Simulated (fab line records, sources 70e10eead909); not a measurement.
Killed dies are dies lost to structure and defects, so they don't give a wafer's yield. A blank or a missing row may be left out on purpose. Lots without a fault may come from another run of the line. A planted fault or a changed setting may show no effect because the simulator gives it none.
Which tool did it? | flow nand_harc | 10 lots, 30 wafers sampled, at 7 steps of a route of 1302

WHAT THE GAUGES READ, wafer by wafer
NHARC_A_SOURCE_PLATE_THK_MEAS_06: measures by ellipsometry. Usual: thk_nm 200.2 nm, standard deviation 2.2.
lot  | measured     | on            | thk_nm (nm)       | flag
L736 | day 8 20:55  | film_metro-01 | 200.5 200.7 200.0 |
L739 | day 10 00:07 | film_metro-01 | 324.6 322.8 325.2 | OFF
L748 | day 13 15:20 | film_metro-02 | 200.1 199.8 198.5 |
L747 | day 13 15:20 | film_metro-01 | 196.6 198.1 196.8 |
L749 | day 14 09:44 | film_metro-01 | 197.2 200.0 200.6 |
L751 | day 15 03:20 | film_metro-01 | 198.7 200.0 201.0 |
L752 | day 15 17:13 | film_metro-01 | 201.6 204.5 201.8 |
L753 | day 15 22:32 | film_metro-02 | 200.6 197.3 200.5 |
L754 | day 16 09:24 | film_metro-02 | 203.1 201.5 201.2 |
L755 | day 16 18:59 | film_metro-01 | 199.6 201.8 200.9 |

NHARC_A_ONON_D1_THK_MEAS_05: measures by ellipsometry. Usual: thk_nm 1000 nm, standard deviation 10.
lot  | measured     | on            | thk_nm (nm)    | flag
L736 | day 8 22:10  | film_metro-01 | 1019 1021 1017 |
L739 | day 10 01:21 | film_metro-01 | 1008 1007 1006 |
L748 | day 13 16:34 | film_metro-01 | 1010 1010 1011 |
L747 | day 13 16:34 | film_metro-02 | 1007 1006 1007 |
L749 | day 14 10:56 | film_metro-01 | 986 985 986    |
L751 | day 15 04:33 | film_metro-02 | 996 995 995    |
L752 | day 15 18:25 | film_metro-01 | 992 990 991    |
L753 | day 15 23:46 | film_metro-02 | 989 990 991    |
L754 | day 16 10:39 | film_metro-02 | 1003 1001 1003 |
L755 | day 16 20:12 | film_metro-01 | 981 981 981    |

NHARC_END_SORT_01. Usual: killed_at_array 55, standard deviation 15; killed_at_other 1.0, standard deviation 1.2; killed_at_periphery 3.4, standard deviation 2.2; killed_dies 59, standard deviation 15; killed_open 3.2, standard deviation 2; killed_short 2.5, standard deviation 1.7.
lot  | measured     | on        | killed_at_array | killed_at_other | killed_at_periphery | killed_dies | killed_open | killed_short | flag
L739 | day 26 20:17 | prober-02 | 76 54 63        | 0 1 0           | 1 2 4               | 77 57 67    | 2 5 4       | 3 3 2        |

WHICH TOOL RAN EACH LOT (tool, then ch and the chambers of the sampled wafers, then the start)
lot  | NHARC_P_BONDPAD_ETCH_24                       | NHARC_A_ZERO_WELL_DESCUM_12        | NHARC_A_SOURCE_PLATE_PVD_04  | NHARC_A_SOURCE_PLATE_CVD_03
L736 | rie_diel-03 ch 0,1,2, day 7 20:58 or earlier  | rie_diel-12 ch 0,1,2, day 7 20:58  | pvd_sputter-01, day 8 08:02  | lpcvd_poly-01 ch 0, day 8 10:28
L739 | rie_diel-13 ch 1,2,3, day 9 01:09 or earlier  | rie_diel-12 ch 1,2, day 9 01:09    | pvd_sputter-01, day 9 10:35  | lpcvd_poly-04 ch 0, day 9 13:07
L748 | rie_diel-03 ch 0,1,3, day 12 17:54 or earlier | rie_diel-12 ch 1,2,3, day 12 17:54 | pvd_sputter-03, day 13 02:31 | lpcvd_poly-04 ch 0, day 13 05:02
L747 | rie_diel-13 ch 0,2,3, day 12 18:05 or earlier | rie_diel-12 ch 0,1,2, day 12 18:05 | pvd_sputter-01, day 13 02:31 | lpcvd_poly-04 ch 0, day 13 05:02
L749 | rie_diel-13 ch 0,2,3, day 13 12:08 or earlier | rie_diel-12 ch 0,1,3, day 13 12:08 | pvd_sputter-03, day 13 20:55 | lpcvd_poly-01 ch 0, day 13 23:21
L751 | rie_diel-03 ch 1,3, day 14 06:42 or earlier   | rie_diel-04 ch 1,2, day 14 06:42   | pvd_sputter-01, day 14 13:32 | lpcvd_poly-04 ch 0, day 14 16:02
L752 | rie_diel-05 ch 1,3, day 14 20:00 or earlier   | rie_diel-12 ch 0,2, day 14 20:00   | pvd_sputter-03, day 15 04:41 | lpcvd_poly-03 ch 0, day 15 07:10
L753 | rie_diel-05 ch 0,1,3, day 15 00:58 or earlier | rie_diel-12 ch 0,1,2, day 15 00:58 | pvd_sputter-02, day 15 09:35 | lpcvd_poly-04 ch 0, day 15 12:08
L754 | rie_diel-05 ch 0,3, day 15 12:43 or earlier   | rie_diel-04 ch 1,3, day 15 12:43   | pvd_sputter-01, day 15 21:01 | lpcvd_poly-01 ch 0, day 15 23:25
L755 | rie_diel-03 ch 0,2,3, day 15 21:22 or earlier | rie_diel-12 ch 0,1, day 15 21:22   | pvd_sputter-01, day 16 05:59 | lpcvd_poly-04 ch 0, day 16 08:29
- NHARC_P_BONDPAD_ETCH_24: etches the open film in CF4/N2, target depth 30 nm, time 72.99 s.
- NHARC_A_ZERO_WELL_DESCUM_12: chemistry O2, time 3 s.
- NHARC_A_SOURCE_PLATE_PVD_04: deposits WSi2, target thk 50 nm.
- NHARC_A_SOURCE_PLATE_CVD_03: deposits poly-Si, target thk 200 nm, time 4000 s.

WHAT THE TOOLS THEMSELVES READ (means of the sampled wafers that have a number; where no wafer has one, the mark that the record gives instead)
NHARC_P_BONDPAD_ETCH_24. Usual: drypump_motor_current_A 5.7 A, standard deviation 0.49; oes_product_au 0.999 a.u., standard deviation 0.0092; rf_vpp_V 314.3 V, standard deviation 2; showerhead_plenum_p_Torr 2.63 Torr, standard deviation 0.097; throttle_valve_pct 19.795 %, standard deviation 0.0091.
lot  | tool        | drypump_motor_current_A (A) | oes_product_au (a.u.) | rf_vpp_V (V) | showerhead_plenum_p_Torr (Torr) | throttle_valve_pct (%) | flag
L736 | rie_diel-03 | 5.3                         | 0.997                 | 313.2        | 2.56                            | 19.804                 |
L739 | rie_diel-13 | 6.1                         | 0.997                 | 312.9        | 2.57                            | 19.790                 |
L748 | rie_diel-03 | 5.5                         | 1.000                 | 313.7        | 2.59                            | 19.792                 |
L747 | rie_diel-13 | 6.1                         | 0.999                 | 314.0        | 2.61                            | 19.794                 |
L749 | rie_diel-13 | 6.1                         | 0.991                 | 313.6        | 2.61                            | 19.785                 |
L751 | rie_diel-03 | 5.8                         | 0.985                 | 313.6        | 2.60                            | 19.796                 |
L752 | rie_diel-05 | 5.8                         | 0.997                 | 316.4        | 2.78                            | 19.794                 |
L753 | rie_diel-05 | 5.7                         | 0.993                 | 316.1        | 2.74                            | 19.794                 |
L754 | rie_diel-05 | 6.0                         | 1.002                 | 315.3        | 2.69                            | 19.795                 |
L755 | rie_diel-03 | 5.6                         | 0.999                 | 313.8        | 2.59                            | 19.798                 |

NHARC_A_ZERO_WELL_DESCUM_12. Usual: drypump_motor_current_A 5.9 A, standard deviation 0.33; oes_product_au 1.001 a.u., standard deviation 0.01; rf_vpp_V 58.0 V, standard deviation 0.96; showerhead_plenum_p_Torr 1.96 Torr, standard deviation 0.11; throttle_valve_pct 11.311 %, standard deviation 0.0089.
lot  | tool        | drypump_motor_current_A (A) | oes_product_au (a.u.) | rf_vpp_V (V) | showerhead_plenum_p_Torr (Torr) | throttle_valve_pct (%) | flag
L736 | rie_diel-12 | 5.7                         | 1.002                 | 57.3         | 2.04                            | 11.317                 |
L739 | rie_diel-12 | 5.6                         | 0.998                 | 58.0         | 2.03                            | 11.308                 |
L748 | rie_diel-12 | 5.8                         | 0.998                 | 58.1         | 1.95                            | 11.322                 |
L747 | rie_diel-12 | 5.7                         | 0.997                 | 58.2         | 2.04                            | 11.319                 |
L749 | rie_diel-12 | 5.9                         | 1.005                 | 59.2         | 1.97                            | 11.314                 |
L751 | rie_diel-04 | 6.4                         | 1.008                 | 58.2         | 1.82                            | 11.313                 |
L752 | rie_diel-12 | 5.7                         | 1.002                 | 58.1         | 2.04                            | 11.306                 |
L753 | rie_diel-12 | 5.8                         | 1.005                 | 57.7         | 2.04                            | 11.311                 |
L754 | rie_diel-04 | 6.5                         | 1.004                 | 57.4         | 1.82                            | 11.307                 |
L755 | rie_diel-12 | 5.8                         | 0.994                 | 58.7         | 2.05                            | 11.315                 |

NHARC_A_SOURCE_PLATE_CVD_03. Usual: spike_tc_bottom_C 641.2 C, standard deviation 1.2; spike_tc_centre_C 620.8 C, standard deviation 1.5; spike_tc_lower_C 620.8 C, standard deviation 2; spike_tc_top_C 640.7 C, standard deviation 1.1; spike_tc_upper_C 620.6 C, standard deviation 1; tube_center_temp_C 620 C, standard deviation 0.056; zone_power_centre_pct 10.1 %, standard deviation 0.34.
lot  | tool          | spike_tc_bottom_C (C) | spike_tc_centre_C (C) | spike_tc_lower_C (C) | spike_tc_top_C (C) | spike_tc_upper_C (C) | tube_center_temp_C (C) | zone_power_centre_pct (%) | flag
L736 | lpcvd_poly-01 | 642.1                 | 619.9                 | 620.6                | 640.3              | 619.7                | 620                    | 9.7                       |
L739 | lpcvd_poly-04 | 660.9                 | 641.6                 | 643.4                | 661.5              | 641.5                | 641                    | 10.6                      | OFF
L748 | lpcvd_poly-04 | 639.3                 | 619.8                 | 623.0                | 641.4              | 620.2                | 620                    | 10.0                      |
L747 | lpcvd_poly-04 | 641.5                 | 620.9                 | 622.6                | 639.9              | 621.3                | 620                    | 10.0                      |
L749 | lpcvd_poly-01 | 641.7                 | 619.7                 | 621.1                | 641.4              | 619.7                | 620                    | 9.7                       |
L751 | lpcvd_poly-04 | 639.8                 | 620.8                 | 622.1                | 640.2              | 620.2                | 620                    | 10.0                      |
L752 | lpcvd_poly-03 | 641.8                 | 622.4                 | 618.7                | 641.0              | 620.8                | 620                    | 10.6                      |
L753 | lpcvd_poly-04 | 640.3                 | 621.0                 | 622.2                | 641.2              | 621.8                | 620                    | 10.0                      |
L754 | lpcvd_poly-01 | 641.8                 | 618.8                 | 619.8                | 641.8              | 621.6                | 620                    | 9.7                       |
L755 | lpcvd_poly-04 | 640.8                 | 620.5                 | 621.0                | 640.5              | 619.8                | 620                    | 10.1                      |

THE ANSWER, worked out from the rows above alone
Rule: a lot is off if the mean of its wafers that have a number lies more than 3 standard deviations from the usual mean. A lot without any number at a reading at which 4 lots or more have one is off too. The other lots that the step has rows for count as sound. The gauges are gone through in route order, then the tools' own readings, and for those a lot's mean is taken as printed above. The first step at which some lot is off is used, and at that step the reading that is off furthest; a lot without a number counts as furthest.
Off: L739, at NHARC_A_SOURCE_PLATE_THK_MEAS_06 (thk_nm).
A tool fits if, at a process step before that reading, it ran every lot that is off, and no sound lot after the first of them. The gauges at NHARC_A_SOURCE_PLATE_THK_MEAS_06 aren't tried: what is off there is off at NHARC_A_SOURCE_PLATE_CVD_03 too, on other tools, and a gauge's error can't cause that. NHARC_P_BONDPAD_ETCH_24 gives no start for some lots, so the hours and the order of its lots are those of NHARC_A_ZERO_WELL_DESCUM_12. None of those tried fits.

WHAT THE SIMULATOR HAD PUT IN
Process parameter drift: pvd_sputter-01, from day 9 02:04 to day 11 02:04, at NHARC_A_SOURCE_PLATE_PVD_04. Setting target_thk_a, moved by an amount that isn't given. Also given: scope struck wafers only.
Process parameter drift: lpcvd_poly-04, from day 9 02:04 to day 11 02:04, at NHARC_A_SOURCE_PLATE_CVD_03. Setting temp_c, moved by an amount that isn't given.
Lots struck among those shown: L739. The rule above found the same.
